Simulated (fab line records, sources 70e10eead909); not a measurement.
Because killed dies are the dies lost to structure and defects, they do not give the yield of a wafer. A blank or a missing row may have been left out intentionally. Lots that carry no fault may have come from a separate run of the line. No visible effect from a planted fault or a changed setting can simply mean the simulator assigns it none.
What tool caused it? | flow nandHarc | Sampling: 14 lots, 42 wafers, 5 of 1302 route steps

WHAT THE GAUGES READ, wafer by wafer
NHARC_END_SORT_01. Usual: killedAtArray 52, standard deviation 20; killedAtOther 1.0, standard deviation 1.3; killedAtPeriphery 3.7, standard deviation 2.2; killedDies 57, standard deviation 20; killedOpen 3.2, standard deviation 1.6; killedShort 2.4, standard deviation 1.6.
lot  | measured     | on        | killedAtArray | killedAtOther | killedAtPeriphery | killedDies | killedOpen | killedShort | flag
L686 | day 24 12:26 | prober-01 | 48 48 48      | 1 3 0         | 2 3 4             | 51 54 52   | 2 4 6      | 3 3 7       | 
L688 | day 25 01:58 | prober-02 | 53 47 54      | 0 0 0         | 2 2 2             | 55 49 56   | 0 3 4      | 3 2 3       | 
L689 | day 26 17:32 | prober-02 | 67 54 59      | 0 1 0         | 5 2 9             | 72 57 68   | 6 3 3      | 2 1 1       | 
L690 | day 26 16:48 | prober-01 | 23 16 16      | 0 0 1         | 1 1 2             | 24 17 19   | 1 1 3      | 1 2 3       | 
L691 | day 27 00:24 | prober-02 | 69 59 75      | 0 1 0         | 5 3 0             | 74 63 75   | 3 1 3      | 2 2 1       | 
L692 | day 27 08:38 | prober-01 | 101 80 70     | 1 0 0         | 3 5 4             | 105 85 74  | 4 2 5      | 1 1 0       | 
L693 | day 27 08:38 | prober-02 | 23 20 28      | 4 0 1         | 3 5 1             | 30 25 30   | 3 5 5      | 0 4 1       | 
L694 | day 27 17:13 | prober-01 | 61 54 47      | 1 0 1         | 4 3 3             | 66 57 51   | 5 1 4      | 5 3 1       | 
L703 | day 31 07:44 | prober-01 | 80 77 68      | 1 0 0         | 6 10 8            | 87 87 76   | 3 5 2      | 1 4 3       | 
L704 | day 32 04:54 | prober-02 | 59 53 64      | 1 1 2         | 2 3 5             | 62 57 71   | 4 2 5      | 2 0 0       | 
L705 | day 32 17:34 | prober-01 | 73 78 81      | 0 0 0         | 6 2 4             | 79 80 85   | 3 2 3      | 3 6 6       | 
L706 | day 33 10:22 | prober-01 | 49 47 46      | 5 1 1         | 1 4 3             | 55 52 50   | 4 3 2      | 4 0 2       | 
L708 | day 34 08:01 | prober-01 | 60 40 62      | 0 1 0         | 3 4 5             | 63 45 67   | 3 1 5      | 4 2 3       | 
L709 | day 34 08:46 | prober-02 | 51 36 42      | 1 0 0         | 1 2 0             | 53 38 42   | 3 1 2      | 3 3 4       | 

WHAT TOOL EACH LOT RAN ON (gives the tool, then ch and the chambers of the sampled wafers, and finally the start)
lot  | NHARC_P_GATE_STRIP_113              | NHARC_P_GATE_STRIP_95               | NHARC_P_GATE_SPUTTER_78     | NHARC_P_GATE_RTA_80
L686 | plasmaAsher-02 ch 0,1, day 5 18:02  | plasmaAsher-02 ch 0,1, day 5 18:44  | pvdSputter-03, day 5 19:49  | rtpAnneal-02 ch 0, day 5 20:01
L688 | plasmaAsher-02 ch 0,1, day 6 13:31  | plasmaAsher-02 ch 0,1, day 6 14:14  | pvdSputter-01, day 6 15:14  | rtpAnneal-02 ch 0, day 6 15:27
L689 | plasmaAsher-02 ch 0,1, day 7 02:29  | plasmaAsher-02 ch 0,1, day 7 02:59  | pvdSputter-01, day 7 03:56  | rtpAnneal-01 ch 0, day 7 04:11
L690 | plasmaAsher-02 ch 0,1, day 7 07:36  | plasmaAsher-02 ch 0,1, day 7 08:12  | pvdSputter-03, day 7 09:10  | rtpAnneal-02 ch 0, day 7 09:23
L691 | plasmaAsher-02 ch 0,1, day 7 23:34  | plasmaAsher-02 ch 0,1, day 8 00:17  | pvdSputter-02, day 8 01:15  | rtpAnneal-01 ch 0, day 8 01:30
L692 | plasmaAsher-01 ch 0,1, day 8 09:17  | plasmaAsher-01 ch 0,1, day 8 09:54  | pvdSputter-01, day 8 10:52  | rtpAnneal-01 ch 0, day 8 11:18
L693 | plasmaAsher-01 ch 0,1, day 8 14:59  | plasmaAsher-01 ch 0,1, day 8 15:41  | pvdSputter-03, day 8 16:40  | rtpAnneal-02 ch 0, day 8 16:51
L694 | plasmaAsher-02 ch 0,1, day 9 03:19  | plasmaAsher-02 ch 0,1, day 9 03:55  | pvdSputter-03, day 9 04:53  | rtpAnneal-01 ch 0, day 9 05:34
L703 | plasmaAsher-01 ch 0,1, day 12 15:02 | plasmaAsher-01 ch 0,1, day 12 15:40 | pvdSputter-02, day 12 16:37 | rtpAnneal-02 ch 0, day 12 16:51
L704 | plasmaAsher-01 ch 0,1, day 13 05:07 | plasmaAsher-01 ch 0,1, day 13 05:38 | pvdSputter-01, day 13 06:34 | rtpAnneal-02 ch 0, day 13 06:49
L705 | plasmaAsher-02 ch 0,1, day 13 12:35 | plasmaAsher-02 ch 0,1, day 13 13:17 | pvdSputter-01, day 13 14:15 | rtpAnneal-02 ch 0, day 13 14:27
L706 | plasmaAsher-02 ch 0,1, day 14 11:37 | plasmaAsher-02 ch 0,1, day 14 12:14 | pvdSputter-01, day 14 13:13 | rtpAnneal-02 ch 0, day 14 13:26
L708 | plasmaAsher-01 ch 0,1, day 15 01:11 | plasmaAsher-01 ch 0,1, day 15 01:47 | pvdSputter-01, day 15 02:46 | rtpAnneal-01 ch 0, day 15 02:58
L709 | plasmaAsher-02 ch 0,1, day 15 07:35 | plasmaAsher-02 ch 0,1, day 15 08:05 | pvdSputter-03, day 15 09:03 | rtpAnneal-01 ch 0, day 15 09:17
- NHARC_P_GATE_STRIP_113: strips in N2/H2, time 740 s.
- NHARC_P_GATE_STRIP_95: strips in O2.
- NHARC_P_GATE_SPUTTER_78: material Ni, target thk 10 nm.
- NHARC_P_GATE_RTA_80: time 30 s.

WHAT THE TOOLS THEMSELVES READ (means of the sampled wafers that have a number; where no wafer has one, the mark that the record gives instead)
NHARC_P_GATE_STRIP_113. Usual: drypumpMotorCurrentA 6.06 A, standard deviation 0.23; heaterPowerW 79 W, standard deviation 5.3.
lot  | tool           | drypumpMotorCurrentA (A) | heaterPowerW (W) | flag
L686 | plasmaAsher-02 | 5.94                     | 78               | 
L688 | plasmaAsher-02 | 5.95                     | 77               | 
L689 | plasmaAsher-02 | 6.16                     | 77               | 
L690 | plasmaAsher-02 | 6.13                     | 77               | 
L691 | plasmaAsher-02 | 5.96                     | 76               | 
L692 | plasmaAsher-01 | 6.06                     | 84               | 
L693 | plasmaAsher-01 | 6.12                     | 80               | 
L694 | plasmaAsher-02 | 6.15                     | 77               | 
L703 | plasmaAsher-01 | 6.11                     | 81               | 
L704 | plasmaAsher-01 | 6.13                     | 79               | 
L705 | plasmaAsher-02 | 5.94                     | 75               | 
L706 | plasmaAsher-02 | 5.95                     | 76               | 
L708 | plasmaAsher-01 | 6.13                     | 82               | 
L709 | plasmaAsher-02 | 6.14                     | 77               | 

NHARC_P_GATE_STRIP_95. Usual: drypumpMotorCurrentA 6.07 A, standard deviation 0.24; heaterPowerW 296 W, standard deviation 20.
lot  | tool           | drypumpMotorCurrentA (A) | heaterPowerW (W) | flag
L686 | plasmaAsher-02 | 5.93                     | 288              | 
L688 | plasmaAsher-02 | 5.95                     | 289              | 
L689 | plasmaAsher-02 | 6.14                     | 292              | 
L690 | plasmaAsher-02 | 6.15                     | 283              | 
L691 | plasmaAsher-02 | 5.96                     | 286              | 
L692 | plasmaAsher-01 | 6.08                     | 324              | 
L693 | plasmaAsher-01 | 6.14                     | 302              | 
L694 | plasmaAsher-02 | 6.15                     | 288              | 
L703 | plasmaAsher-01 | 6.11                     | 298              | 
L704 | plasmaAsher-01 | 6.11                     | 302              | 
L705 | plasmaAsher-02 | 5.95                     | 282              | 
L706 | plasmaAsher-02 | 5.95                     | 284              | 
L708 | plasmaAsher-01 | 6.12                     | 298              | 
L709 | plasmaAsher-02 | 6.15                     | 287              | 

NHARC_P_GATE_RTA_80. Usual: lampPowerPct 2.18 %, standard deviation 0.038; wafer_temp_C_max 301.2, standard deviation 0.33.
lot  | tool         | lampPowerPct (%) | wafer_temp_C_max | flag
L686 | rtpAnneal-02 | 2.23             | 301.4            | 
L688 | rtpAnneal-02 | 2.23             | 301.9            | 
L689 | rtpAnneal-01 | 2.15             | 301.1            | 
L690 | rtpAnneal-02 | 2.23             | 301.6            | 
L691 | rtpAnneal-01 | 2.15             | 301.2            | 
L692 | rtpAnneal-01 | 2.15             | 301.1            | 
L693 | rtpAnneal-02 | 2.23             | 301.4            | 
L694 | rtpAnneal-01 | 2.15             | 301.2            | 
L703 | rtpAnneal-02 | 2.23             | 301.3            | 
L704 | rtpAnneal-02 | 2.23             | 301.5            | 
L705 | rtpAnneal-02 | 2.23             | 301.2            | 
L706 | rtpAnneal-02 | 2.24             | 301.3            | 
L708 | rtpAnneal-01 | 2.15             | 301.1            | 
L709 | rtpAnneal-01 | 2.15             | 300.8            | 

THE ANSWER, worked out from the rows above alone
Rule: a lot is off if the mean of its wafers that have a number lies more than 3 standard deviations from the usual mean. Also off: a lot with no number at a reading for which 4 or more lots have one. All remaining lots with rows at the step are treated as sound. The gauges are gone through in route order, then the tools' own readings, and for those a lot's mean is taken as printed above. The first step at which some lot is off is used, and at that step the reading that is off furthest; a lot without a number counts as furthest.
None of the lots is off at any reading shown; this tells nothing.

WHAT WAS PUT IN BY THE SIMULATOR
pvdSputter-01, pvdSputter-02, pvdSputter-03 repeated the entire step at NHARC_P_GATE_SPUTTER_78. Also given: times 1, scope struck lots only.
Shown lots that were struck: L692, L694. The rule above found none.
